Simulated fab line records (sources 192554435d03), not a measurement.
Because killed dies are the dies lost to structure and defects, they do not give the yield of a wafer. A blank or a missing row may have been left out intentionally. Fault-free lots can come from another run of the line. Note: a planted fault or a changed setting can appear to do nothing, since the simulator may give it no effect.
fab line records	flow n5Finfet
record: lots: 5	wafers: 14	lastDay: 18
route steps=1938 shown BEOL_M8@1379 PASSIVATION@1936
lots with no fault: from the same line, run without faults
startH: hours from the record's first day to the start of the lot's first wafer shown	waitH: hours since the lot's step before	" the same as in the row above	L1.1+2: one row covering several wafers at once	- no value, or no start given	* or withheld: withheld	< > ~ a bound
route shown NAME@n: names a module that has steps shown in the file, with the first one's number in the route	usual: the fault-free wafers' mean and standard deviation	same: alike in all rows	chamber/n: place in a boat	sites: the reading at each site	_std_site: the values' standard deviation	_edge_site: mean of outer sites minus mean of inner sites	radiusMm: how far each site lies from the wafer's centre	mask NAME#n: copy n	behind: the last tool/chamber to shape the wafer	hold: the reason the lot was held/the length of the hold in hours/how it ended	device: which transistor (n, p or np) failed to switch	end of line: tests of these same wafers at the route's end	a step without rows: its recipe alone	killed: dies lost to structure and defects at the first sort, not the wafer's yield	map: a wafer's dies, marking killed ones x, the rest . and places with no die _
set.NAME: the setting that was run; set.NAME@STEP: the one run at that earlier step	model.NAME: the simulator's own value behind a step, which no gauge read
lots at selected steps of the route; one table per step, one row per wafer
services: the hour from which a tool's chamber was out of use, counted from the record's first day as startH (under 0 if before that day), plus the number of hours and why
== steps ==
step: N5_BEOL_M8_STRIP_80
recipe: chemistry: N2/H2	timeS: 10	powerW: 450	tempC: 40	pressureMtorr: 20	rfFrequencyHz: 6e+07	biasPowerW: 7	n2FlowSccm: 200	h2FlowSccm: 200
usual: drypumpMotorCurrentA: 6.0/0.39	h2FlowSccm: 200.0/0.59	oesProductAu: 0.83/0.081	rfVppV: 59.2/0.89	showerheadPlenumPTorr: 2.53/0.074	throttleValvePct: 23.68/0.28
lot.wafer	tool	chamber	startH	waitH	drypumpMotorCurrentA	h2FlowSccm	oesProductAu	rfHoursCounterH	rfVppV	showerheadPlenumPTorr	throttleValvePct
L390.1	rieDiel-04	0	-	-	5.4	200.1	0.96	13	60.2	2.61	23.43
L390.5	"	1	"	"	6.0	200.8	0.69	-	59.5	2.52	23.73
L390.6	"	2	"	"	5.3	200.9	0.92	-	59.3	2.48	23.15
L391.4	rieDiel-05	3	-	-	6.2	200.1	0.70	233	59.8	2.61	24.18
L391.5	"	3	"	"	6.2	199.6	0.70	-	59.6	2.61	24.21
L405.3	rieDiel-05	2	-	-	6.3	200.4	0.76	130	59.4	2.45	23.49
L405.4	"	0	"	"	6.0	201.1	0.78	-	58.6	2.45	23.69
L405.6	"	1	"	"	6.2	200.2	0.85	-	58.8	2.48	23.65
L409.1	rieDiel-03	2	-	-	5.5	199.9	0.90	24	60.3	2.59	24.05
L409.4	"	0	"	"	5.7	200.5	0.79	134	58.4	2.54	24.11
L409.6	"	1	"	"	6.5	199.3	0.82	-	59.3	2.47	23.89
L408.2	rieDiel-03	0	-	-	5.8	199.1	0.78	134	58.8	2.54	24.10
L408.4	"	2	"	"	5.5	201.5	0.91	24	60.0	2.59	24.05
L408.6	"	3	"	"	6.3	199.9	0.75	-	60.0	2.53	23.59
step: N5_BEOL_M8_OCD_MEAS_38
usual: trenchDepthNm: 93.7/0.99
lot.wafer	tool	chamber	startH	waitH	trenchDepthNm
L390.1	ocd-01	-	224.29	-	95.7
L390.5	"	-	"	"	93.7
L390.6	"	-	"	"	93.9
L391.4	ocd-01	-	246.48	-	92.2
L391.5	"	-	"	"	91.4
L405.3	ocd-01	-	308.98	-	93.2
L405.4	"	-	"	"	93.0
L405.6	"	-	"	"	94.7
L409.1	ocd-01	-	341.44	-	93.9
L409.4	"	-	"	"	93.8
L409.6	"	-	"	"	94.0
L408.2	ocd-02	-	343.44	-	93.9
L408.4	"	-	"	"	94.0
L408.6	"	-	"	"	93.4
step: N5_BEOL_M8_HM_STRIP_39
recipe: chemistry: peroxideTinStrip	material: TiN	targetDepthA: 250	tempC: 50	timeS: 158
step: N5_BEOL_M8_SRD_40
recipe: timeS: 30	tempC: 23	rinseLiquid: diw	dry: ipaMarangoni
step: N5_BEOL_M8_PRECLEAN_42
recipe: chemistry: residueRemover	timeS: 60	tempC: 40
step: N5_BEOL_M8_SRD_43
recipe: timeS: 30	tempC: 23	rinseLiquid: diw	dry: ipaMarangoni
step: N5_BEOL_M8_CD_MEAS_35
recipe: targetCdNm: 40	polarity: opening
usual: cdNm: 39.9/0.46
lot.wafer	tool	chamber	startH	waitH	cdNm
L390.1	cdSem-01	-	224.47	0.0	39.7
L390.5	"	-	"	"	40.1
L390.6	"	-	"	"	39.8
L391.4	cdSem-01	-	246.63	0.0	39.9
L391.5	"	-	"	"	39.7
L405.3	cdSem-03	-	309.14	0.0	39.8
L405.4	"	-	"	"	40.3
L405.6	"	-	"	"	40.4
L409.1	cdSem-03	-	341.59	0.0	39.8
L409.4	"	-	"	"	40.4
L409.6	"	-	"	"	39.7
L408.2	cdSem-03	-	343.59	0.0	39.8
L408.4	"	-	"	"	39.8
L408.6	"	-	"	"	39.4
step: N5_BEOL_M8_CURE_75
recipe: tempC: 370	timeS: 120	ambient: DMADMS/He	material: SiCOH_lowk
usual: lampPowerPct: 52.31/0.056	wafer_temp_C_max: 371.5/0.48
lot.wafer	tool	chamber	startH	waitH	lampPowerPct	wafer_temp_C_max
L390.1	uvCure-03	2	224.52	0.0	52.39	372.2
L390.5	"	2	"	"	52.29	372.7
L390.6	"	2	"	"	52.27	372.7
L391.4	uvCure-02	1	246.82	0.2	52.34	371.0
L391.5	"	1	"	"	52.35	371.0
L405.3	uvCure-01	0	309.50	0.4	52.27	371.2
L405.4	"	0	"	"	52.34	370.8
L405.6	"	0	"	"	52.28	371.1
L409.1	uvCure-03	0	341.64	0.0	52.28	372.2
L409.4	"	0	"	"	52.33	372.2
L409.6	"	0	"	"	52.37	373.1
L408.2	uvCure-02	2	343.68	0.1	52.23	371.1
L408.4	"	2	"	"	52.44	370.9
L408.6	"	2	"	"	52.17	371.0
step: N5_BEOL_M8_DEGAS_44
recipe: ambient: vacuum	tempC: 250	timeS: 60
step: N5_BEOL_M8_PRE_CLEAN_45
recipe: gas: H2/He	timeS: 30	tempC: 250
usual: heaterPowerW: 335/35
lot.wafer	tool	chamber	startH	waitH	heaterPowerW
L390.1	pvdSputter-01	-	225.39	0.0	298
L390.5	"	-	"	"	289
L390.6	"	-	"	"	329
L391.4	pvdSputter-02	-	247.11	0.0	378
L391.5	"	-	"	"	315
L405.3	pvdSputter-03	-	309.99	0.0	388
L405.4	"	-	"	"	392
L405.6	"	-	"	"	405
L409.1	pvdSputter-03	-	343.19	0.0	390
L409.4	"	-	"	"	295
L409.6	"	-	"	"	391
L408.2	pvdSputter-02	-	344.20	0.0	335
L408.4	"	-	"	"	293
L408.6	"	-	"	"	293
step: N5_BEOL_M8_ALD_77
recipe: material: TaN	targetThkA: 20	tempC: 275	aldPrecursorFamily: PDMAT	aldCoReactant: NH3	pressureTorr: 3	carrierFlowSccm: 1500	pulseTimeS: 2	purgeTimeS: 3	coReactantPurgeTimeS: 2	coReactantPulseTimeS: 3	aldCycles: 40	precursorVesselTempC: 75	precursorVesselPressureTorr: 26.25	precursorVesselCarrierSccm: 1000
step: N5_BEOL_M8_SURFACE_TREAT_79
recipe: gas: Ar	timeS: *	ionEnergyEv: *	ionCurrentMaCm2: 0.5	pressureMtorr: *	arFlowSccm: 30
usual: arFlowSccm: 30.00/0.096	throttleValvePct: *
lot.wafer	tool	chamber	startH	waitH	arFlowSccm	throttleValvePct
L390.1	pvdSputter-01	-	225.81	0.2	29.99	*
L390.5	"	-	"	"	29.91	*
L390.6	"	-	"	"	30.06	*
L391.4	pvdSputter-02	-	247.63	0.3	30.03	*
L391.5	"	-	"	"	29.94	*
L405.3	pvdSputter-02	-	310.76	0.6	29.96	*
L405.4	"	-	"	"	29.99	*
L405.6	"	-	"	"	30.08	*
L409.1	pvdSputter-02	-	343.76	0.2	29.93	*
L409.4	"	-	"	"	30.11	*
L409.6	"	-	"	"	29.98	*
L408.2	pvdSputter-02	-	344.56	0.2	29.92	*
L408.4	"	-	"	"	30.10	*
L408.6	"	-	"	"	30.04	*
step: N5_BEOL_M8_CVD_78
recipe: material: Co	targetThkA: 20	tempC: withheld	precursor: CCTBA/H2	pressureTorr: 30	timeS: 142.3
usual: runLengthS: 164.5/0.48
lot.wafer	tool	chamber	startH	waitH	runLengthS
L390.1	cvdCo-02	0	225.87	0.0	164.6
L390.5	"	1	"	"	165.4
L390.6	"	2	"	"	164.2
L391.4	cvdCo-01	1	247.85	0.2	164.0
L391.5	"	2	"	"	166.6
L405.3	cvdCo-02	0	310.82	0.0	164.9
L405.4	"	1	"	"	165.1
L405.6	"	2	"	"	164.4
L409.1	cvdCo-01	2	343.82	0.0	163.8
L409.4	"	0	"	"	164.6
L409.6	"	0	"	"	164.0
L408.2	cvdCo-01	2	344.72	0.1	164.3
L408.4	"	0	"	"	164.3
L408.6	"	0	"	"	165.1
step: N5_BEOL_M8_SPUTTER_48
recipe: material: Cu	targetThkA: 100	tempC: -20	biasV: 60	powerW: 26000	chamberPressurePa: 0.13	timeS: 1.667
usual: biasV: 60.0/0.62	throttleValvePct: 29.6/1.2
lot.wafer	tool	chamber	startH	waitH	biasV	throttleValvePct
L390.1	pvdSputter-01	-	226.07	0.2	59.7	29.7
L390.5	"	-	"	"	60.7	29.1
L390.6	"	-	"	"	59.2	29.5
L391.4	pvdSputter-03	-	247.92	0.0	60.7	31.0
L391.5	"	-	"	"	60.6	30.8
L405.3	pvdSputter-02	-	311.02	0.2	59.5	29.5
L405.4	"	-	"	"	59.6	31.1
L405.6	"	-	"	"	60.3	29.8
L409.1	pvdSputter-02	-	344.00	0.1	60.5	30.0
L409.4	"	-	"	"	59.4	31.0
L409.6	"	-	"	"	59.0	29.8
L408.2	pvdSputter-01	-	344.89	0.1	60.7	29.2
L408.4	"	-	"	"	59.7	29.5
L408.6	"	-	"	"	59.5	29.7
step: N5_PASSIVATION_PROBE_49
usual: defectLimitedYield: 91.2/1.4	killed_at_M0_to_M3: 35/11	killed_at_M4_up: 12/4.2	killedAtContacts: 13/5.6	killedAtFrontEnd: 40/12	killedAtOther: 3.3/2.6	killedDies: 103/17	killedOpen: 68/12	killedShort: 34/7.6	sort_bin_5_function: 5.1/0.95	sort_bin_6_memory: 3.3/0.68	sortNPass: 1077/17	sortYieldPct: 91.2/1.4
same: grossDies: 1180	killedAtBackSide: 0	sort_bin_4_leakage[%]: 0	sort_bin_8_speed[%]: 0
lot.wafer	tool	chamber	startH	waitH	defectLimitedYield[%]	killed_at_M0_to_M3	killed_at_M4_up	killedAtContacts	killedAtFrontEnd	killedAtOther	killedDies	killedOpen	killedShort	sort_bin_5_function[%]	sort_bin_6_memory[%]	sortNPass	sortYieldPct[%]
L390.1	prober-01	-	298.10	0.0	90.9	43	16	17	31	0	107	67	40	4.2	4.6	1073	90.9
L390.5	prober-01	-	298.30	0.2	92.0	39	15	12	26	2	94	59	34	4.8	2.8	1086	92.0
L390.6	prober-01	-	298.35	0.3	91.5	28	15	22	28	7	100	68	29	5.3	2.8	1080	91.5
L408.2	prober-01	-	428.37	0.1	93.0	27	16	11	29	0	83	50	32	4.7	2.0	1097	93.0
L408.4	prober-01	-	428.47	0.2	91.5	36	10	4	45	5	100	66	31	4.8	3.5	1080	91.5
L408.6	prober-01	-	428.57	0.3	92.5	35	11	11	25	7	89	56	31	4.2	3.0	1091	92.5
killed by level:class
L390.1 MOL_CONTACT_COAG:geometricParticle:open=11 BEOL_M0_SAQP:geometricParticle:short=10 BEOL_M2:geometricParticle:open=10 BEOL_M3:geometricParticle:open=10 BEOL_M1:geometricParticle:open=8 BEOL_M4:geometricParticle:open=7 FIN_SAQP:geometricParticle:short=6 MOL_CONTACT_COAG:geometricParticle:short=6
L390.5 BEOL_M0_SAQP:geometricParticle:short=11 STI_FIN_REVEAL:geometricParticle:open=8 MOL_CONTACT_COAG:geometricParticle:open=7 BEOL_M2:geometricParticle:open=7 BEOL_M0_SAQP:geometricParticle:open=6 BEOL_M1:geometricParticle:open=6 FIN_SAQP:geometricParticle:open=5 MOL_CONTACT_COAG:geometricParticle:short=5
L390.6 MOL_CONTACT_COAG:geometricParticle:open=18 BEOL_M0_SAQP:geometricParticle:short=8 FIN_SAQP:geometricParticle:open=7 BEOL_M2:geometricParticle:open=6 BEOL_M4:geometricParticle:short=5 ILD0:geometricParticle:open=4 MOL_CONTACT_COAG:geometricParticle:short=4 BEOL_M3:geometricParticle:open=4
L408.2 BEOL_M2:geometricParticle:open=12 MOL_CONTACT_COAG:geometricParticle:open=10 FIN_SAQP:geometricParticle:short=9 FIN_SAQP:geometricParticle:open=8 BEOL_M4:geometricParticle:short=7 GATE_CUT:geometricParticle:short=4 BEOL_M0_SAQP:geometricParticle:open=4 BEOL_M2:geometricParticle:short=4
L408.4 FIN_SAQP:geometricParticle:open=16 BEOL_M0_SAQP:geometricParticle:open=12 BEOL_M0_SAQP:geometricParticle:short=11 FIN_SAQP:geometricParticle:short=10 DUMMY_GATE:geometricParticle:open=8 BEOL_M4:geometricParticle:open=4 BEOL_M1:geometricParticle:open=4 BEOL_M2:geometricParticle:open=4
L408.6 MOL_CONTACT_COAG:geometricParticle:open=8 BEOL_M2:geometricParticle:open=8 BEOL_M0_SAQP:geometricParticle:short=7 BEOL_M0_SAQP:geometricParticle:open=7 FIN_SAQP:geometricParticle:open=6 FIN_SAQP:geometricParticle:short=5 ILD0:geometricParticle:open=5 BEOL_M3:geometricParticle:open=5
== services ==
tool	chamber	startH	hours	kind
rieDiel-05	3	202.56	13.1	repair
uvCure-03	-	207.57	2.1	pm
uvCure-02	-	215.20	9.5	repair
rieDiel-03	2	245.19	-	clean
rieDiel-03	2	245.19	-	consumableReplace:focusRing
rieDiel-03	2	245.19	22.5	scheduledDown
rieDiel-03	2	245.19	22.5	ventCycle
pvdSputter-01	-	281.97	1.4	repair
rieDiel-03	2	282.26	6.2	repair
uvCure-01	-	285.16	4.7	repair
cvdCo-02	1	290.74	2.7	repair
rieDiel-05	3	297.86	-	clean
rieDiel-05	3	297.86	-	consumableReplace:focusRing
rieDiel-04	1	301.83	9.3	repair
uvCure-03	-	302.98	7.5	pm
rieDiel-05	0	311.43	10.0	repair
rieDiel-05	1	312.06	1.9	repair
uvCure-03	-	325.83	6.0	pm
pvdSputter-01	-	327.03	2.4	repair
uvCure-03	-	331.83	1.0	pm
cvdCo-01	1	333.33	-	clean
cvdCo-01	1	333.33	22.0	scheduledDown
cvdCo-01	1	333.33	22.0	ventCycle
rieDiel-04	3	343.89	10.1	repair
== key ==
firstSign: step: N5_BEOL_M8_CVD_78	reading: runLengthS	direction: up	sigmas: 4.3	usual: *	struck: *
effect none on later readings
metAt N5_BEOL_M8_CVD_78
struckWafers L391.5
fault: kind: processParameterDrift	tool: cvdCo-01	chamber: -	onsetH: 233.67	steps: N5_BEOL_M8_CVD_78	channel: timeS	offset: *	shape: step	endH: 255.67	scope: struckWafersOnly	actsIn: *	stated: *
